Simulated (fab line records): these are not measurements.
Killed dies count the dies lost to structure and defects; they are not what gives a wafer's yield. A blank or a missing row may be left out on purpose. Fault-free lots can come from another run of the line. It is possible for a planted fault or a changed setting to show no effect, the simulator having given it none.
Which tool did it? -- flow nand harc -- Sampling: 12 lots, 36 wafers, 5 of 1302 route steps

WHAT THE GAUGES SHOWED, per wafer
NHARC_END_SORT_01. Usual: killed at array 56, standard deviation 17; killed at other 1.2, standard deviation 1.4; killed at periphery 4, standard deviation 3.2; killed dies 61, standard deviation 16; killed open 3.6, standard deviation 2.1; killed short 2.7, standard deviation 1.8.
lot,measured,on,killed at array,killed at other,killed at periphery,killed dies,killed open,killed short,flag
L904,day 29 12:07,prober-02,43 54,2 1,2 5,47 60,3 3,2 6,
L907,day 31 02:25,prober-02,69 66 81,5 3 1,1 4 2,75 73 84,0 2 4,0 2 2,

WHAT TOOL EACH LOT RAN ON (gives the tool, then ch and the chambers of the sampled wafers, and finally the start)
lot,NHARC_A_CHANNEL_HOLE_D2_ETCH_19,NHARC_A_CHANNEL_HOLE_D2_ETCH_21,NHARC_A_CHANNEL_FILL_D2_ALD_03,NHARC_A_CHANNEL_FILL_D2_ALD_14
L891,"har etch-01 ch 0,1, day 13 03:14","har etch-01 ch 0,1, day 13 03:46","ald sin batch-03 ch 0, day 13 18:11 or earlier","ald hk-04 ch 1,2, day 13 18:11"
L892,"har etch-02 ch 0,1, day 14 00:40","har etch-02 ch 0,1, day 14 01:05","ald sin batch-02 ch 0, day 14 13:40 or earlier","ald hk-03 ch 0,2, day 14 13:40"
L895,"har etch-02 ch 0,1, day 15 03:03","har etch-02 ch 0,1, day 15 03:29","ald sin batch-03 ch 0, day 15 14:58 or earlier","ald hk-04 ch 0,1,3, day 15 14:58"
L902,"har etch-01 ch 0,1, day 17 15:26","har etch-01 ch 0,1, day 17 15:55","ald sin batch-02 ch 0, day 18 04:28 or earlier","ald hk-04 ch 0,1, day 18 04:28"
L903,"har etch-02 ch 0,1, day 18 04:17","har etch-02 ch 0,1, day 18 04:44","ald sin batch-02 ch 0, day 18 17:27 or earlier","ald hk-04 ch 0,1,2, day 18 17:27"
L904,"har etch-01 ch 0,1, day 18 04:28","har etch-01 ch 0,1, day 18 04:57","ald sin batch-02 ch 0, day 18 17:14 or earlier","ald hk-04 ch 2,3, day 18 17:14"
L906,"har etch-02 ch 0, day 19 08:24","har etch-02 ch 0, day 19 08:53","ald sin batch-03 ch 0, day 19 23:35 or earlier","ald hk-03 ch 0,1, day 19 23:35"
L907,"har etch-02 ch 0,1, day 20 04:34","har etch-02 ch 0,1, day 20 04:59","ald sin batch-01 ch 0, day 20 17:42 or earlier","ald hk-02 ch 2,3, day 20 17:42"
L910,"har etch-02 ch 0,1, day 21 07:42","har etch-02 ch 0,1, day 21 08:07","ald sin batch-02 ch 0, day 21 20:41 or earlier","ald hk-03 ch 2,3, day 21 20:41"
L911,"har etch-01 ch 0,1, day 21 10:07","har etch-01 ch 0,1, day 21 10:32","ald sin batch-02 ch 0, day 21 20:44 or earlier","ald hk-04 ch 1,3, day 21 20:44"
L913,"har etch-02 ch 0,1, day 22 10:40","har etch-02 ch 0,1, day 22 11:06","ald sin batch-02 ch 0, day 23 00:32 or earlier","ald hk-04 ch 0,2,3, day 23 00:32"
L914,"har etch-02 ch 0,1, day 23 17:07","har etch-02 ch 0,1, day 23 17:36","ald sin batch-02 ch 0, day 24 05:59 or earlier","ald hk-02 ch 2,3, day 24 05:59"
- NHARC_A_CHANNEL_HOLE_D2_ETCH_19: etches the open film in C4F8/O2/Ar, time 34.5 s.
- NHARC_A_CHANNEL_HOLE_D2_ETCH_21: etches the open film in C4F8/O2/Ar, time 514.3 s, target depth 1600 nm.
- NHARC_A_CHANNEL_FILL_D2_ALD_03: deposits SiNx, target thk 6 nm, pulse time 60 s, ald cycles 58.
- NHARC_A_CHANNEL_FILL_D2_ALD_14: deposits SiO2, target thk 2.5 nm, pulse time 10 s, ald cycles 25.

AS READ BY THE TOOLS THEMSELVES (means over the sampled wafers that have a number; for cases with no such wafer, the mark the record gives instead)
NHARC_A_CHANNEL_HOLE_D2_ETCH_19. Usual: drypump motor current A 5.1 A, standard deviation 0.49; showerhead plenum p Torr 3.70 Torr, standard deviation 0.042; throttle valve pct 37.038 %, standard deviation 0.0096.
lot,tool,drypump motor current A (A),showerhead plenum p Torr (Torr),throttle valve pct (%),flag
L891,har etch-01,5.1,3.74,37.047,
L892,har etch-02,5.0,3.75,37.040,
L895,har etch-02,4.8,3.70,37.039,
L902,har etch-01,5.1,3.70,37.049,
L903,har etch-02,4.9,3.72,37.038,
L904,har etch-01,5.5,3.70,37.046,
L906,har etch-02,4.7,3.64,37.033,
L907,har etch-02,5.0,3.71,37.041,
L910,har etch-02,4.8,3.66,37.043,
L911,har etch-01,5.2,3.67,37.046,
L913,har etch-02,5.0,3.69,37.047,
L914,har etch-02,5.0,3.68,37.037,

NHARC_A_CHANNEL_HOLE_D2_ETCH_21. Usual: drypump motor current A 5.1 A, standard deviation 0.49; showerhead plenum p Torr 3.66 Torr, standard deviation 0.04; throttle valve pct 32.155 %, standard deviation 0.0093.
lot,tool,drypump motor current A (A),showerhead plenum p Torr (Torr),throttle valve pct (%),flag
L891,har etch-01,5.1,3.70,32.169,
L892,har etch-02,5.0,3.70,32.153,
L895,har etch-02,4.8,3.66,32.161,
L902,har etch-01,5.1,3.66,32.151,
L903,har etch-02,5.0,3.68,32.160,
L904,har etch-01,5.5,3.66,32.156,
L906,har etch-02,4.7,3.60,32.156,
L907,har etch-02,5.0,3.66,32.148,
L910,har etch-02,4.8,3.62,32.157,
L911,har etch-01,5.1,3.63,32.165,
L913,har etch-02,5.0,3.64,32.160,
L914,har etch-02,5.0,3.64,32.150,

NHARC_A_CHANNEL_FILL_D2_ALD_03. Usual: chamber pressure Torr 2.000 Torr, standard deviation 0.0042; precursor pulse height rel 1.000, standard deviation 0.019.
lot,tool,chamber pressure Torr (Torr),precursor pulse height rel,flag
L891,ald sin batch-03,2.000,0.997,
L892,ald sin batch-02,2.006,0.986,
L895,ald sin batch-03,2.002,0.989,
L902,ald sin batch-02,2.002,1.014,
L903,ald sin batch-02,1.997,1.005,
L904,ald sin batch-02,2.009,0.992,
L906,ald sin batch-03,1.998,0.995,
L907,ald sin batch-01,2.005,1.016,
L910,ald sin batch-02,1.999,1.018,
L911,ald sin batch-02,2.006,1.019,
L913,ald sin batch-02,1.996,0.991,
L914,ald sin batch-02,1.999,1.000,

NHARC_A_CHANNEL_FILL_D2_ALD_14. Usual: heater power w 480 W, standard deviation 57; precursor pulse height rel 0.999, standard deviation 0.02.
lot,tool,heater power w (W),precursor pulse height rel,flag
L891,ald hk-04,488,1.011,
L892,ald hk-03,457,1.011,
L895,ald hk-04,487,1.017,
L902,ald hk-04,498,1.001,
L903,ald hk-04,490,0.997,
L904,ald hk-04,462,1.009,
L906,ald hk-03,456,1.002,
L907,ald hk-02,476,1.000,
L910,ald hk-03,434,1.017,
L911,ald hk-04,471,0.989,
L913,ald hk-04,486,0.996,
L914,ald hk-02,476,0.990,

THE ANSWER, worked out from the rows above alone
Rule: lot off if the mean of its wafers having a number is beyond 3 standard deviations from the usual mean. A lot without any number at a reading at which 4 lots or more have one is off too. All remaining lots with rows at the step are treated as sound. First the gauges in route order, then the tools' own readings, where a lot's mean is used as printed above. At the first step where some lot is off, the reading lying furthest off is the one used; lots without a number count as furthest.
No lot is off on any of the readings shown, so nothing can be concluded from this.

WHAT THE SIMULATOR PUT IN
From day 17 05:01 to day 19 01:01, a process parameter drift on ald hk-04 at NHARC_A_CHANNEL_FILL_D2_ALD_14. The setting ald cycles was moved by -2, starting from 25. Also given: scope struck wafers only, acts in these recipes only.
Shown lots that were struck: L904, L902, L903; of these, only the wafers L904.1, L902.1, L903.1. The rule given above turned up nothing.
